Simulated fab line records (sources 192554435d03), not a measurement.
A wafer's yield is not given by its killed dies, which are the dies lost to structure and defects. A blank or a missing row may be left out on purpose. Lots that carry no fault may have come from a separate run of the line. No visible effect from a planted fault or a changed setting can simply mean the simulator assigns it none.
What tool caused it?	flow n5_finfet	Sampling: 20 lots, 60 wafers, 6 of 1938 route steps

## WHAT EACH GAUGE READ, for each wafer
Not one reading of a measure or inspect step in the record can be checked against a usual standard deviation.

## WHAT TOOL EACH LOT RAN ON (gives the tool, then ch and the chambers of the sampled wafers, and finally the start)
lot	N5_SDB_ETCH_25	N5_HKMG_FIN_ETCHBACK_68	N5_GATE_CUT_CMP_02	N5_GATE_CUT_HM_DEP_46	N5_GATE_CUT_STRIP_42	N5_GATE_CUT_CUT_ETCH_53
L074	rie_diel-05 ch 0,2,3, day 3 21:13	rie_metal-02 ch 1, day 4 09:14	cmp-01 ch 0,2,3, day 4 14:56	pecvd-01 ch 0,1,2, day 4 15:16	rie_diel-01 ch 0,1,3, day 4 16:06	rie_metal-01 ch 0,1, day 4 17:33
L075	rie_diel-04 ch 0,2, day 4 02:01	rie_metal-03 ch 0,1, day 4 13:35	cmp-01 ch 0,1,2, day 4 21:29	pecvd-03 ch 0,2, day 4 21:49	rie_diel-01 ch 0,2,3, day 4 22:31	rie_metal-02 ch 0,1, day 4 22:41
L076	rie_diel-04 ch 0,1, day 4 08:08	rie_metal-02 ch 0,1, day 4 19:29	cmp-01 ch 1,3, day 5 04:19	pecvd-01 ch 0,1,2, day 5 04:39	rie_diel-06 ch 0,2, day 5 05:21	rie_metal-03 ch 0,1, day 5 05:31
L077	rie_diel-02 ch 0,3, day 4 14:59	rie_metal-03 ch 0,1, day 5 03:19	cmp-02 ch 2,3, day 5 08:06	pecvd-01 ch 0,1,2, day 5 08:23	rie_diel-01 ch 0,2,3, day 5 09:06	rie_metal-02 ch 0,1, day 5 09:16
L078	rie_diel-02 ch 0,1,2, day 4 20:05	rie_metal-01 ch 1, day 5 08:16	cmp-03 ch 0,3, day 5 12:56	pecvd-03 ch 0,1, day 5 13:16	rie_diel-06 ch 0,2,3, day 5 14:06	rie_metal-03 ch 0,1, day 5 14:15
L079	rie_diel-05 ch 1,2,3, day 5 03:01	rie_metal-02 ch 0,1, day 5 15:59	cmp-01 ch 0,1,2, day 5 20:38	pecvd-01 ch 0,1,2, day 5 20:58	rie_diel-06 ch 0,3, day 5 21:48	rie_metal-02 ch 0,1, day 5 21:58
L081	rie_diel-05 ch 1,2,3, day 5 18:45	rie_metal-03 ch 0,1, day 6 05:28	cmp-03 ch 0,3, day 6 10:10	pecvd-03 ch 0,2, day 6 10:30	rie_diel-03 ch 0,2, day 6 11:12	rie_metal-01 ch 0,1, day 6 11:21
L082	rie_diel-04 ch 1,3, day 5 23:42	rie_metal-01 ch 0,1, day 6 10:56	cmp-02 ch 1,2,3, day 6 15:53	pecvd-02 ch 0,2, day 6 16:14	rie_diel-01 ch 0,1,2, day 6 16:56	rie_metal-01 ch 0,1, day 6 17:05
L085	rie_diel-02 ch 1,2, day 6 21:05	rie_metal-03 ch 1, day 7 08:35	cmp-01 ch 2,3, day 7 13:42	pecvd-02 ch 1,2, day 7 13:59	rie_diel-01 ch 0,1,2, day 7 14:49	rie_metal-01 ch 0, day 7 14:59
L086	rie_diel-04 ch 0,1,3, day 6 23:59	rie_metal-01 ch 0, day 7 11:53	cmp-03 ch 0,2,3, day 7 16:44	pecvd-01 ch 0,1,2, day 7 17:04	rie_diel-06 ch 0,2,3, day 7 17:53	rie_metal-03 ch 0,1, day 7 18:05
L087	rie_diel-04 ch 1,2, day 7 04:31	rie_metal-02 ch 0,1, day 7 15:41	cmp-02 ch 0,1, day 7 21:01	pecvd-03 ch 0,1, day 7 21:21	rie_diel-06 ch 1,2, day 7 22:12	rie_metal-02 ch 0,1, day 7 22:20
L088	rie_diel-02 ch 0,1,2, day 7 08:34	rie_metal-02 ch 0,1, day 7 19:51	cmp-02 ch 0,1,2, day 8 01:08	pecvd-02 ch 1,2, day 8 01:21	rie_diel-06 ch 0,1,2, day 8 02:11	rie_metal-03 ch 0,1, day 8 02:20
L089	rie_diel-05 ch 0,3, day 7 15:29	rie_metal-01 ch 1, day 8 02:44	cmp-01 ch 0,1,2, day 8 07:34	pecvd-03 ch 1,2, day 8 07:52	rie_diel-03 ch 0,1, day 8 08:47	rie_metal-01 ch 1, day 8 08:59
L090	rie_diel-02 ch 0,1,2, day 7 17:08	rie_metal-01 ch 1, day 8 04:17	cmp-01 ch 0,1,3, day 8 09:28	pecvd-01 ch 0,1,2, day 8 09:47	rie_diel-03 ch 0,2,3, day 8 10:29	rie_metal-02 ch 0,1, day 8 10:38
L091	rie_diel-02 ch 2,3, day 8 02:44	rie_metal-01 ch 0,1, day 8 13:43	cmp-01 ch 1,2,3, day 8 18:34	pecvd-02 ch 0,1,2, day 8 18:53	rie_diel-01 ch 0,1,2, day 8 19:46	rie_metal-01 ch 0,1, day 8 19:55
L092	rie_diel-04 ch 0,1, day 8 11:11	rie_metal-02 ch 0,1, day 8 22:58	cmp-02 ch 0,1, day 9 03:46	pecvd-02 ch 0,1,2, day 9 04:05	rie_diel-03 ch 2,3, day 9 04:56	rie_metal-03 ch 0,1, day 9 05:05
L093	rie_diel-05 ch 0,1,3, day 8 11:57	rie_metal-02 ch 0,1, day 8 23:29	cmp-03 ch 0,2,3, day 9 05:02	pecvd-02 ch 0,1,2, day 9 05:22	rie_diel-06 ch 0,1,3, day 9 06:04	rie_metal-02 ch 0,1, day 9 06:13
L094	rie_diel-04 ch 0,1, day 8 19:11	rie_metal-03 ch 0,1, day 9 07:12	cmp-03 ch 2,3, day 9 11:53	pecvd-01 ch 0,1,2, day 9 12:14	rie_diel-06 ch 0,3, day 9 13:02	rie_metal-02 ch 0,1, day 9 13:13
L096	rie_diel-04 ch 0,1,2, day 9 03:52	rie_metal-01 ch 0,1, day 9 14:58	cmp-01 ch 0,1,2, day 9 20:13	pecvd-01 ch 0,1, day 9 20:33	rie_diel-01 ch 0,1,2, day 9 21:33	rie_metal-03 ch 0,1, day 9 21:42
L097	rie_diel-04 ch 1,2, day 9 12:30	rie_metal-01 ch 0,1, day 10 01:08	cmp-01 ch 1,2,3, day 10 05:54	pecvd-03 ch 0,1,2, day 10 06:08	rie_diel-06 ch 2,3, day 10 07:01	rie_metal-03 ch 0,1, day 10 07:11
- N5_SDB_ETCH_25: etches SiO2 in C4F6/O2, target depth 10 nm, time 3.3 s.
- N5_HKMG_FIN_ETCHBACK_68: etches the open film in Cl2/Ar, stops on HfO2, target depth 0.5 nm.
- N5_GATE_CUT_CMP_02: polishes, stops on SiO2, t overpolish 12.7 s, target thk 0 nm.
- N5_GATE_CUT_HM_DEP_46: deposits SiO2 from TEOS/O2, target thk 130 nm, time 26.6 s.
- N5_GATE_CUT_STRIP_42: strips in O2.
- N5_GATE_CUT_CUT_ETCH_53: etches W in SF6/Cl2, target depth 79.2 nm.

## WHAT THE TOOLS THEMSELVES READ (means of the sampled wafers that have a number; where no wafer has one, the mark that the record gives instead)
N5_SDB_ETCH_25.
lot	tool	C4F6_flow_sccm (sccm)	O2_flow_sccm (sccm)	drypump_motor_current_A (A)	mfc_ar_sccm (sccm)	oes_product_au (a.u.)	rf_vpp_V (V)	showerhead_plenum_p_Torr (Torr)	throttle_valve_pct (%)
L074	rie_diel-05	9.995	10.01	5.5	299.6	0.77	666	2.84	20.99
L075	rie_diel-04	9.978	9.97	5.2	299.6	0.89	669	2.78	21.10
L076	rie_diel-04	10.029	10.04	5.7	299.9	0.72	659	2.81	21.32
L077	rie_diel-02	10.003	9.98	5.5	300.4	0.89	666	2.85	21.07
L078	rie_diel-02	9.978	10.00	5.5	299.6	0.80	659	2.87	21.13
L079	rie_diel-05	9.976	10.01	5.7	300.1	0.73	670	2.80	21.24
L081	rie_diel-05	10.022	9.98	5.7	300.9	0.72	668	2.80	21.25
L082	rie_diel-04	10.032	10.02	5.5	300.2	0.72	676	2.79	21.19
L085	rie_diel-02	10.002	10.00	5.6	299.7	0.78	652	2.94	21.17
L086	rie_diel-04	9.985	9.98	5.6	299.6	0.71	666	2.79	21.27
L087	rie_diel-04	9.985	9.98	5.1	300.6	0.77	665	2.90	21.30
L088	rie_diel-02	9.995	10.01	5.5	300.7	0.77	659	2.86	21.17
L089	rie_diel-05	10.004	10.01	5.2	300.4	0.84	666	2.91	20.77
L090	rie_diel-02	9.990	9.99	5.5	299.6	0.77	659	2.86	21.16
L091	rie_diel-02	9.997	10.01	5.7	299.2	0.78	654	2.92	21.23
L092	rie_diel-04	9.982	10.01	5.7	300.5	0.70	659	2.79	21.38
L093	rie_diel-05	10.030	9.97	5.4	299.8	0.81	669	2.87	21.01
L094	rie_diel-04	10.007	10.00	5.5	300.7	0.70	659	2.86	21.42
L096	rie_diel-04	9.985	10.00	5.3	299.7	0.76	663	2.81	21.28
L097	rie_diel-04	9.994	10.02	5.1	300.1	0.76	665	2.89	21.34

N5_HKMG_FIN_ETCHBACK_68.
lot	tool	drypump_motor_current_A (A)	mfc_ar_sccm (sccm)	oes_product_au (a.u.)	throttle_valve_pct (%)
L074	rie_metal-02	5.5	59.98	0.71	21.09
L075	rie_metal-03	6.0	60.08	0.78	21.06
L076	rie_metal-02	5.9	60.01	0.90	20.80
L077	rie_metal-03	6.0	60.02	0.77	21.05
L078	rie_metal-01	6.0	59.98	0.68	21.13
L079	rie_metal-02	5.9	60.01	0.87	20.82
L081	rie_metal-03	6.1	60.07	0.76	21.07
L082	rie_metal-01	5.6	60.04	0.65	21.16
L085	rie_metal-03	6.0	60.04	0.62	20.81
L086	rie_metal-01	4.9	59.86	0.62	21.22
L087	rie_metal-02	5.9	60.29	0.84	20.84
L088	rie_metal-02	5.7	60.07	0.77	20.98
L089	rie_metal-01	6.0	60.14	0.67	21.14
L090	rie_metal-01	6.0	59.97	0.67	21.15
L091	rie_metal-01	5.3	60.04	0.64	21.20
L092	rie_metal-02	5.7	60.08	0.75	20.99
L093	rie_metal-02	5.7	60.13	0.75	20.98
L094	rie_metal-03	6.0	59.84	0.68	20.95
L096	rie_metal-01	5.3	60.04	0.63	21.20
L097	rie_metal-01	5.3	59.84	0.63	21.20

N5_GATE_CUT_CMP_02.
lot	tool	motor_current_A (A)	overpolish_run_s (s)	slurry_filter_dp_kPa (kPa)	time_to_endpoint_s (s)
L074	cmp-01	8.6	12.702	13.61	28.9
L075	cmp-01	8.3	12.699	13.54	26.3
L076	cmp-01	9.2	12.698	13.54	27.6
L077	cmp-02	9.7	12.704	13.50	24.3
L078	cmp-03	9.0	12.699	13.48	26.3
L079	cmp-01	8.1	12.705	13.49	24.5
L081	cmp-03	9.1	12.698	13.49	24.9
L082	cmp-02	9.7	12.701	13.52	24.4
L085	cmp-01	9.2	12.699	13.54	23.2
L086	cmp-03	10.0	12.703	13.43	25.5
L087	cmp-02	8.9	12.698	13.44	24.7
L088	cmp-02	9.1	12.700	13.48	22.9
L089	cmp-01	8.4	12.694	13.47	24.4
L090	cmp-01	8.6	12.695	13.72	26.3
L091	cmp-01	8.9	12.697	13.46	29.4
L092	cmp-02	8.9	12.704	13.61	23.5
L093	cmp-03	9.8	12.698	13.55	22.1
L094	cmp-03	11.0	12.707	13.48	23.5
L096	cmp-01	8.1	12.708	13.54	25.2
L097	cmp-01	8.7	12.701	13.39	28.6

N5_GATE_CUT_HM_DEP_46.
lot	tool	heater_power_w (W)	showerhead_plenum_p_Torr (Torr)	showerhead_vpp_V (V)	throttle_valve_pct (%)
L074	pecvd-01	573	8.35	1874	19.1
L075	pecvd-03	489	8.38	1905	18.2
L076	pecvd-01	572	8.36	1892	19.2
L077	pecvd-01	535	8.37	1870	19.0
L078	pecvd-03	433	8.36	1940	19.3
L079	pecvd-01	569	8.37	1869	19.1
L081	pecvd-03	496	8.37	1893	18.4
L082	pecvd-02	607	8.35	1791	19.3
L085	pecvd-02	582	8.35	1798	18.1
L086	pecvd-01	566	8.36	1895	19.1
L087	pecvd-03	483	8.34	1947	19.1
L088	pecvd-02	602	8.38	1851	18.2
L089	pecvd-03	401	8.36	2044	18.4
L090	pecvd-01	579	8.36	1876	19.1
L091	pecvd-02	610	8.36	1829	18.7
L092	pecvd-02	549	8.37	1819	18.9
L093	pecvd-02	622	8.36	1825	18.9
L094	pecvd-01	576	8.37	1882	19.1
L096	pecvd-01	537	8.33	1862	19.0
L097	pecvd-03	466	8.35	1971	18.8

N5_GATE_CUT_STRIP_42.
lot	tool	drypump_motor_current_A (A)	oes_product_au (a.u.)	rf_vpp_V (V)	showerhead_plenum_p_Torr (Torr)	throttle_valve_pct (%)
L074	rie_diel-01	5.7	0.81	4.3	2.10	16.46
L075	rie_diel-01	5.8	0.80	3.7	2.07	16.58
L076	rie_diel-06	5.4	0.80	3.7	2.06	16.76
L077	rie_diel-01	5.8	0.80	3.7	2.07	16.59
L078	rie_diel-06	5.4	0.85	3.8	2.11	16.68
L079	rie_diel-06	5.6	0.91	3.2	2.11	16.61
L081	rie_diel-03	5.2	0.80	3.2	2.07	16.24
L082	rie_diel-01	5.7	0.71	4.2	2.09	16.67
L085	rie_diel-01	5.7	0.71	3.7	2.08	16.69
L086	rie_diel-06	5.4	0.83	3.7	2.11	16.70
L087	rie_diel-06	5.7	0.83	3.2	2.09	16.32
L088	rie_diel-06	5.6	0.84	3.6	2.07	16.52
L089	rie_diel-03	5.7	0.82	4.4	2.21	16.23
L090	rie_diel-03	5.5	0.75	3.5	2.12	16.54
L091	rie_diel-01	5.7	0.70	3.9	2.08	16.70
L092	rie_diel-03	5.4	0.73	3.5	2.04	16.52
L093	rie_diel-06	5.7	0.86	3.5	2.12	16.45
L094	rie_diel-06	5.5	0.84	3.7	2.15	16.65
L096	rie_diel-01	5.7	0.70	3.5	2.08	16.71
L097	rie_diel-06	5.3	0.78	3.8	2.16	16.75

N5_GATE_CUT_CUT_ETCH_53.
lot	tool	drypump_motor_current_A (A)	etch_rf_on_time_s (s)	oes_product_au (a.u.)	throttle_valve_pct (%)
L074	rie_metal-01	5.3	26.7	0.59	29.22
L075	rie_metal-02	5.9	26.0	0.83	28.89
L076	rie_metal-03	6.0	26.4	0.63	29.00
L077	rie_metal-02	5.9	26.0	0.81	28.89
L078	rie_metal-03	6.0	26.2	0.70	29.22
L079	rie_metal-02	5.7	26.5	0.72	28.99
L081	rie_metal-01	5.6	26.9	0.60	29.23
L082	rie_metal-01	5.6	27.2	0.59	29.24
L085	rie_metal-01	4.9	26.3	0.56	29.23
L086	rie_metal-03	6.0	26.1	0.63	29.01
L087	rie_metal-02	5.9	26.4	0.77	28.89
L088	rie_metal-03	6.0	26.4	0.62	29.02
L089	rie_metal-01	6.0	27.2	0.61	29.24
L090	rie_metal-02	5.9	26.3	0.76	28.91
L091	rie_metal-01	5.3	26.9	0.57	29.24
L092	rie_metal-03	6.0	26.3	0.62	29.01
L093	rie_metal-02	5.9	26.5	0.75	28.90
L094	rie_metal-02	5.7	26.5	0.68	29.01
L096	rie_metal-03	6.0	26.5	0.62	29.02
L097	rie_metal-03	6.0	26.3	0.62	29.02

## THE ANSWER, worked out from the rows above alone
Rule: the usual values come from the lots themselves. Put in order of their means at a reading, lots are off if they are a third of the lots or fewer, leave a main group of 4 or more, and stand apart from it by a gap of 3 or more times the standard deviation of the main group's means; of several such gaps the widest counts. If all means in a main group match to the digits the tables above print for the reading, that group is not used. A lot without any number at a reading at which 4 lots or more have one is off too. The other lots that the step has rows for count as sound. Order of review: gauges by route order, followed by the tools' own readings, for which a lot's mean as printed above is used. At the first step where some lot is off, the reading lying furthest off is the one used; lots without a number count as furthest.
Across all readings shown, no lot is off: no conclusion can be drawn from this.

## WHAT HAD BEEN PUT IN BY THE SIMULATOR
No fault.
